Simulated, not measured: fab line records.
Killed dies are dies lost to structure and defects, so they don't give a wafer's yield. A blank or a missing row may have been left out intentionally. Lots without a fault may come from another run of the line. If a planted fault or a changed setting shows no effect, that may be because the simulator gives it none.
Matching of chambers + flow n5-finfet + 4 sister chambers for N5_HKMG_FIN_DESCUM_53 on rie-diel-04
The step chemistry O2, time 7.9 s. 27 wafers are shown with their chamber, then 12 later ones without.

WAFERS, EACH WITH ITS CHAMBER
| wafer  | chamber | drypump-motor-current-A (A) | showerhead-plenum-p-Torr (Torr) | throttle-valve-pct (%) |
|--------|---------|-----------------------------|---------------------------------|------------------------|
| L076.1 | 2       | 5.6                         | 2.12                            | 20.36                  |
| L076.4 | 3       | 5.5                         | 2.04                            | 20.55                  |
| L076.5 | 1       | 6.1                         | 2.01                            | 20.57                  |
| L079.1 | 0       | 5.8                         | 2.14                            | 20.16                  |
| L079.4 | 2       | 5.6                         | 2.12                            | 20.36                  |
| L079.6 | 3       | 5.5                         | 2.04                            | 20.57                  |
| L083.2 | 3       | 5.5                         | 2.04                            | 20.58                  |
| L083.5 | 2       | 5.6                         | 2.12                            | 20.37                  |
| L083.6 | 3       | 5.5                         | 2.04                            | 20.56                  |
| L084.1 | 1       | 6.2                         | 2.00                            | 20.60                  |
| L084.4 | 2       | 5.6                         | 2.12                            | 20.38                  |
| L084.6 | 2       | 5.6                         | 2.12                            | 20.38                  |
| L085.1 | 0       | 5.8                         | 2.13                            | 20.20                  |
| L085.2 | 1       | 6.1                         | 2.00                            | 20.61                  |
| L085.4 | 2       | 5.6                         | 2.12                            | 20.40                  |
| L086.2 | 0       | 5.8                         | 2.13                            | 20.19                  |
| L086.4 | 3       | 5.5                         | 2.04                            | 20.59                  |
| L086.6 | 3       | 5.5                         | 2.04                            | 20.57                  |
| L090.1 | 0       | 5.8                         | 2.13                            | 20.20                  |
| L090.3 | 1       | 6.1                         | 2.00                            | 20.62                  |
| L090.5 | 2       | 5.6                         | 2.11                            | 20.39                  |
| L091.1 | 0       | 5.8                         | 2.13                            | 20.20                  |
| L091.4 | 2       | 5.6                         | 2.11                            | 20.41                  |
| L091.5 | 2       | 5.6                         | 2.11                            | 20.41                  |
| L092.1 | 0       | 5.8                         | 2.13                            | 20.19                  |
| L092.3 | 1       | 6.1                         | 2.00                            | 20.60                  |
| L092.5 | 0       | 5.8                         | 2.13                            | 20.19                  |

SIGNATURES (means of the wafers above)
| reading                  | chamber 0 | chamber 1 | chamber 2 | chamber 3 | scatter within a chamber |
|--------------------------|-----------|-----------|-----------|-----------|--------------------------|
| drypump-motor-current-A  | 5.800     | 6.120     | 5.600     | 5.500     | 0.0187                   |
| showerhead-plenum-p-Torr | 2.1314    | 2.0020    | 2.1167    | 2.0400    | 0.00399                  |
| throttle-valve-pct       | 20.1900   | 20.6000   | 20.3844   | 20.5700   | 0.017                    |
Rule: a wafer's distance from a chamber is the root of the sum, over the readings, of the square of ((its reading less the chamber's mean) divided by the reading's scatter). The wafer belongs to the nearest chamber; if the next one is less than 2 further off, it can't be placed. How the scatter is found: for the shown wafers, subtract from each reading the mean of its chamber, square and add these, divide the total by (wafers less chambers), then take the root.

WAFERS WITH NO CHAMBER GIVEN
| wafer  | drypump-motor-current-A (A) | showerhead-plenum-p-Torr (Torr) | throttle-valve-pct (%) |
|--------|-----------------------------|---------------------------------|------------------------|
| L093.3 | 6.1                         | 2.00                            | 20.62                  |
| L093.4 | 5.8                         | 2.13                            | 20.20                  |
| L093.6 | 6.1                         | 2.00                            | 20.64                  |
| L094.4 | 5.5                         | 2.03                            | 20.59                  |
| L094.5 | 6.1                         | 2.00                            | 20.63                  |
| L094.6 | 5.8                         | 2.13                            | 20.21                  |
| L095.2 | 5.8                         | 2.13                            | 20.19                  |
| L095.4 | 5.5                         | 2.03                            | 20.61                  |
| L095.5 | 5.9                         | 2.13                            | 20.20                  |
| L097.1 | 5.8                         | 2.13                            | 20.22                  |
| L097.4 | 5.5                         | 2.03                            | 20.63                  |
| L097.6 | 5.6                         | 2.11                            | 20.42                  |

WHICH CHAMBER EACH ONE RAN IN
| wafer  | from the rows above | in truth |
|--------|---------------------|----------|
| L093.3 | 1                   | 1        |
| L093.4 | 0                   | 0        |
| L093.6 | 1                   | 1        |
| L094.4 | 3                   | 3        |
| L094.5 | 1                   | 1        |
| L094.6 | 0                   | 0        |
| L095.2 | 0                   | 0        |
| L095.4 | 3                   | 3        |
| L095.5 | 0                   | 0        |
| L097.1 | 0                   | 0        |
| L097.4 | 3                   | 3        |
| L097.6 | 2                   | 2        |
Correctly placed: 12 of 12. Left unplaced by these rows: 0. Number placed wrongly: 0.
